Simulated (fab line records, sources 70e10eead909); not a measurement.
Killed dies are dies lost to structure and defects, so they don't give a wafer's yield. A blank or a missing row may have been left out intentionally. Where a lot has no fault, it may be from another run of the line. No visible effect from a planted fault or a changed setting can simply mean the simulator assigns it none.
8D (eight disciplines) problem report, filled in by code || flow nand_harc || the parts of the form that need people (team, actions taken, sign-off) are left out

## 1. PROBLEM STATEMENT
Wafers without a fault read 33.78, standard deviation 0.035; exposure_dose_mJ_cm2 at NHARC_P_ZERO_WELL_EXPOSE_08 reads a mean of 32.60 on 9 wafers belonging to 3 lots. Relative to the usual mean, that is a shift of -34 standard deviations.
The step: exposes mask P ZERO, target cd 500 nm.
First observed at day 4 06:58: wafer L418.1, on krf_scanner-04. At this step, 39 wafers from 13 lots have a number in the record. Rule for "out", or "out of limits": more than 4 standard deviations from the usual mean. All remaining wafers that have a number are taken as sound.

## 2. WHAT THIS IS AND IS NOT
{"question": "which readings at this step", "is": "exposure_dose_mJ_cm2", "is not": "reticle_temp_C"}
{"question": "which lots", "is": "L418, L421, L424", "is not": "L407, L409, L410, L412, L414, L415, L426, L427, L428, L429"}
{"question": "which wafers of those lots", "is": "all that have a number", "is not": "-"}
{"question": "read on which tools", "is": "krf_scanner-04", "is not": "krf_scanner-02, krf_scanner-03"}
{"question": "when", "is": "from day 4 06:58", "is not": "up to then (18 sound wafers); but 12 sound wafers of L426, L427, L428, L429 came after"}

## 3. THE SUSPECTS, EACH WITH WHAT RULES IT OUT
Counting: a tool at a process step up to the reading stays a suspect if it ran every lot that is out and no sound lot after the first of them.
- krf_scanner-04 at NHARC_P_ZERO_WELL_EXPOSE_08 (exposes mask P ZERO, target cd 500 nm): kept. It processed each lot that is out, first L418 at day 4 06:58, and no sound lot thereafter; up to then, the last sound lot it processed was L412 at day 2 19:06. Its own exposure_dose_mJ_cm2 readings are out on those wafers.
The count leaves krf_scanner-04 at NHARC_P_ZERO_WELL_EXPOSE_08.

## 4. THE CAUSE (what the simulator had put in)
Process parameters drifting: krf_scanner-04 at NHARC_P_ZERO_WELL_EXPOSE_08, beginning at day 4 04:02. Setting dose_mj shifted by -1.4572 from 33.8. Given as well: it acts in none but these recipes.
Counting left only this tool.

## 5. SEQUENCE OF EFFECTS, ordered by route
Each row: a reading whose mean over the struck wafers that have a number lies more than 3 standard deviations from the usual. Only readings whose record carries a usual standard deviation are examined. hours: median over the lots of the time between each lot's start at the first step of this table that gives one and its start at this step. sigmas: the change, counted in usual standard deviations.
{"hours": 0, "step": "NHARC_P_ZERO_WELL_EXPOSE_08", "reading": "exposure_dose_mJ_cm2", "usual": 33.78, "on struck wafers": 32.60, "change": -1.18, "sigmas": -34}
Here are the process steps it includes:
- NHARC_P_ZERO_WELL_EXPOSE_08: exposes mask P ZERO, target cd 500 nm.
At these later measuring or inspecting steps, every struck wafer for which the step has a row has a number for every such reading, and none has moved that far: NHARC_P_ZERO_WELL_CD_MEAS_37, NHARC_P_STI_CD_MEAS_09.

## 6. WHAT WOULD HAVE CAUGHT IT SOONER
3 hours passed between the start of the fault at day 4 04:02 and the first reading out of limits in this record, taken at day 4 06:58.
